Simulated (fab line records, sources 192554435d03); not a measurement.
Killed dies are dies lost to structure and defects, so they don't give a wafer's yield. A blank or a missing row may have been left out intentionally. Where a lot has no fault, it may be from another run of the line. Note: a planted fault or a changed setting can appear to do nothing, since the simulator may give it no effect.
Split-lot trial :: flow n5 finfet :: on a route of 1938 steps: 7 lots, 21 wafers read

== ON THE SPLIT ==
At N5_BEOL_M13_SPUTTER_43 (material TaN, target thk 15 nm, time 24.19 s), the setting power w was moved away from the recipe's 15000 W on 8 of the 21 wafers read, by -17.0% to +12.1%. The other wafers ran this setting at the recipe's value.

The split's own step is where the reading is taken.

== THE READING ==
TaN_of_BEOL_M13_SPUTTER_43.thk nm (the simulator's own value, which no gauge read), in nm, at N5_BEOL_M13_SPUTTER_43 (material TaN, target thk 15 nm, time 24.19 s). No usual value for it is given in the file. Across the 13 wafers here that went through the recipe, the average is 15.0 nm and the standard deviation 0.14 nm.

wafer: L075.1
tool, chamber at the split: pvd sputter-03, -
power w as run, W: 15000
against the recipe: recipe
TaN_of_BEOL_M13_SPUTTER_43.thk nm, nm: 15
against lot-mates on the recipe: -

wafer: L075.2
tool, chamber at the split: pvd sputter-03, -
power w as run, W: 15000
against the recipe: recipe
TaN_of_BEOL_M13_SPUTTER_43.thk nm, nm: 15.2
against lot-mates on the recipe: -

wafer: L075.3
tool, chamber at the split: pvd sputter-03, -
power w as run, W: 15000
against the recipe: recipe
TaN_of_BEOL_M13_SPUTTER_43.thk nm, nm: 15.2
against lot-mates on the recipe: -

wafer: L076.1
tool, chamber at the split: pvd sputter-01, -
power w as run, W: 15000
against the recipe: recipe
TaN_of_BEOL_M13_SPUTTER_43.thk nm, nm: 15
against lot-mates on the recipe: -

wafer: L076.2
tool, chamber at the split: pvd sputter-01, -
power w as run, W: 12450
against the recipe: -17.0%
TaN_of_BEOL_M13_SPUTTER_43.thk nm, nm: 12.4
against lot-mates on the recipe: -2.5

wafer: L076.6
tool, chamber at the split: pvd sputter-01, -
power w as run, W: 15000
against the recipe: recipe
TaN_of_BEOL_M13_SPUTTER_43.thk nm, nm: 14.8
against lot-mates on the recipe: -

wafer: L077.4
tool, chamber at the split: pvd sputter-01, -
power w as run, W: 15940
against the recipe: +6.3%
TaN_of_BEOL_M13_SPUTTER_43.thk nm, nm: 16
against lot-mates on the recipe: +0.8

wafer: L077.5
tool, chamber at the split: pvd sputter-01, -
power w as run, W: 15940
against the recipe: +6.3%
TaN_of_BEOL_M13_SPUTTER_43.thk nm, nm: 16
against lot-mates on the recipe: +0.8

wafer: L077.6
tool, chamber at the split: pvd sputter-01, -
power w as run, W: 15000
against the recipe: recipe
TaN_of_BEOL_M13_SPUTTER_43.thk nm, nm: 15.2
against lot-mates on the recipe: -

wafer: L080.1
tool, chamber at the split: pvd sputter-03, -
power w as run, W: 13720
against the recipe: -8.5%
TaN_of_BEOL_M13_SPUTTER_43.thk nm, nm: 13.6
against lot-mates on the recipe: -1.4

wafer: L080.5
tool, chamber at the split: pvd sputter-03, -
power w as run, W: 15000
against the recipe: recipe
TaN_of_BEOL_M13_SPUTTER_43.thk nm, nm: 15
against lot-mates on the recipe: -

wafer: L080.6
tool, chamber at the split: pvd sputter-03, -
power w as run, W: 15000
against the recipe: recipe
TaN_of_BEOL_M13_SPUTTER_43.thk nm, nm: 15
against lot-mates on the recipe: -

wafer: L085.1
tool, chamber at the split: pvd sputter-01, -
power w as run, W: 13620
against the recipe: -9.2%
TaN_of_BEOL_M13_SPUTTER_43.thk nm, nm: 13.4
against lot-mates on the recipe: -1.4

wafer: L085.5
tool, chamber at the split: pvd sputter-01, -
power w as run, W: 13620
against the recipe: -9.2%
TaN_of_BEOL_M13_SPUTTER_43.thk nm, nm: 13.4
against lot-mates on the recipe: -1.4

wafer: L085.2
tool, chamber at the split: pvd sputter-01, -
power w as run, W: 15000
against the recipe: recipe
TaN_of_BEOL_M13_SPUTTER_43.thk nm, nm: 14.8
against lot-mates on the recipe: -

wafer: L096.1
tool, chamber at the split: pvd sputter-01, -
power w as run, W: 16820
against the recipe: +12.1%
TaN_of_BEOL_M13_SPUTTER_43.thk nm, nm: 16.8
against lot-mates on the recipe: +1.8

wafer: L096.6
tool, chamber at the split: pvd sputter-01, -
power w as run, W: 16820
against the recipe: +12.1%
TaN_of_BEOL_M13_SPUTTER_43.thk nm, nm: 16.8
against lot-mates on the recipe: +1.8

wafer: L096.4
tool, chamber at the split: pvd sputter-01, -
power w as run, W: 15000
against the recipe: recipe
TaN_of_BEOL_M13_SPUTTER_43.thk nm, nm: 15
against lot-mates on the recipe: -

wafer: L095.1
tool, chamber at the split: pvd sputter-03, -
power w as run, W: 15000
against the recipe: recipe
TaN_of_BEOL_M13_SPUTTER_43.thk nm, nm: 15.2
against lot-mates on the recipe: -

wafer: L095.3
tool, chamber at the split: pvd sputter-03, -
power w as run, W: 15000
against the recipe: recipe
TaN_of_BEOL_M13_SPUTTER_43.thk nm, nm: 15.2
against lot-mates on the recipe: -

wafer: L095.6
tool, chamber at the split: pvd sputter-03, -
power w as run, W: 15000
against the recipe: recipe
TaN_of_BEOL_M13_SPUTTER_43.thk nm, nm: 15
against lot-mates on the recipe: -

FIT RESULTS
A straight line over all 21 wafers: TaN_of_BEOL_M13_SPUTTER_43.thk nm changes by +0.157 nm for each +1% of power w; r = +0.99; the points scatter about the line by 0.14 nm.
The same after taking each lot's own level away (the mean of its wafers on the recipe; 21 wafers): +0.148 nm for each +1%; r = +1.00; scatter 0.079 nm.
On that fit, the largest move of power w shifts the reading by 2.5 nm.
The lots' own levels span 14.80 to 15.20 nm, that is 2.9 times the standard deviation above.
Consequently the slope shifts little with the lot-to-lot level, the two slopes agreeing.
Check: for one of the wafers moved furthest among these (-17.0%), held out of the fit, the line's prediction against its lot-mates is -2.56 nm. Against them it came out at -2.5 nm.

== OTHER SPLITS ON THESE WAFERS ==
These wafers also went through other splits before the reading. Each is held against what the fit with the lots' levels taken away leaves over:
other split on the same wafers: N5_BEOL_M13_VIA_ETCH_16 target depth a
wafers away from the commonest value: 7
r with TaN_of_BEOL_M13_SPUTTER_43.thk nm (lot level and that fit taken away): -0.06

other split on the same wafers: N5_BEOL_M13_ETCH_68 time s
wafers away from the commonest value: 10
r with TaN_of_BEOL_M13_SPUTTER_43.thk nm (lot level and that fit taken away): -0.20

== THE FILE'S OWN FIT ==
TaN_of_BEOL_M13_SPUTTER_43.thk nm changes by +0.149 nm for each +1% of power w, r = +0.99.
